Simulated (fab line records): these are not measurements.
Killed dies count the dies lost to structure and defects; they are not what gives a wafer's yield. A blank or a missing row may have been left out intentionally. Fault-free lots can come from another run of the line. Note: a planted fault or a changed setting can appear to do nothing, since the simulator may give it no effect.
Matching of chambers | flow nand harc | NHARC_P_M2_PRE_CLEAN_32 on pecvd-04: 3 sister chambers
The step time 12 s. 16 wafers are shown with their chamber, then 8 later ones without.

== WAFERS WITH THEIR CHAMBER ==
wafer  | chamber | heater power outer w (W) | heater power w (W)
L076.1 | 2       | 420                      | 740
L076.2 | 1       | 383                      | 604
L076.5 | 1       | 388                      | 599
L078.2 | 2       | 422                      | 740
L078.3 | 1       | 426                      | 688
L078.4 | 0       | 313                      | 567
L079.1 | 2       | 385                      | 696
L079.3 | 1       | 429                      | 654
L079.4 | 1       | 438                      | 645
L084.2 | 1       | 396                      | 634
L084.4 | 2       | 404                      | 723
L084.6 | 1       | 399                      | 628
L085.1 | 1       | 376                      | 595
L085.2 | 2       | 363                      | 675
L085.4 | 2       | 360                      | 642
L091.2 | 2       | 408                      | 693

SIGNATURES (means of the wafers above)
reading              | chamber 0 | chamber 1 | chamber 2 | scatter within a chamber
heater power outer w | 313.00    | 404.38    | 394.57    | 24.5
heater power w       | 567.00    | 630.88    | 701.29    | 33.8
Rule: for each reading, subtract the chamber's mean from the wafer's reading, divide by that reading's scatter and square the result; add these up over the readings and take the root, which gives the wafer's distance from the chamber. If the next closest chamber is less than 2 further off than the closest, the wafer can't be placed; otherwise it belongs to the closest. How the scatter is found: for the shown wafers, subtract from each reading the mean of its chamber, square and add these, divide the total by (wafers less chambers), then take the root.

== WAFERS WHOSE CHAMBER IS MISSING ==
wafer  | heater power outer w (W) | heater power w (W)
L091.3 | 344                      | 609
L091.6 | 398                      | 715
L093.3 | 357                      | 592
L093.5 | 310                      | 563
L093.6 | 435                      | 768
L096.1 | 350                      | 572
L096.2 | 435                      | 750
L096.4 | 345                      | 563

== THE CHAMBER EACH PASSED THROUGH ==
wafer  | from the rows above          | in truth
L091.3 | can't be placed: 0 or 1 or 2 | 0
L091.6 | 2                            | 2
L093.3 | can't be placed: 0 or 1 or 2 | 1
L093.5 | 0                            | 0
L093.6 | can't be placed: 2 or 1      | 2
L096.1 | can't be placed: 0 or 1      | 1
L096.2 | can't be placed: 2 or 1      | 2
L096.4 | can't be placed: 0 or 1      | 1
2 of 8 placed correctly. These rows do not allow placing 6 (true chamber among the candidates in 6). 0 placed wrongly.
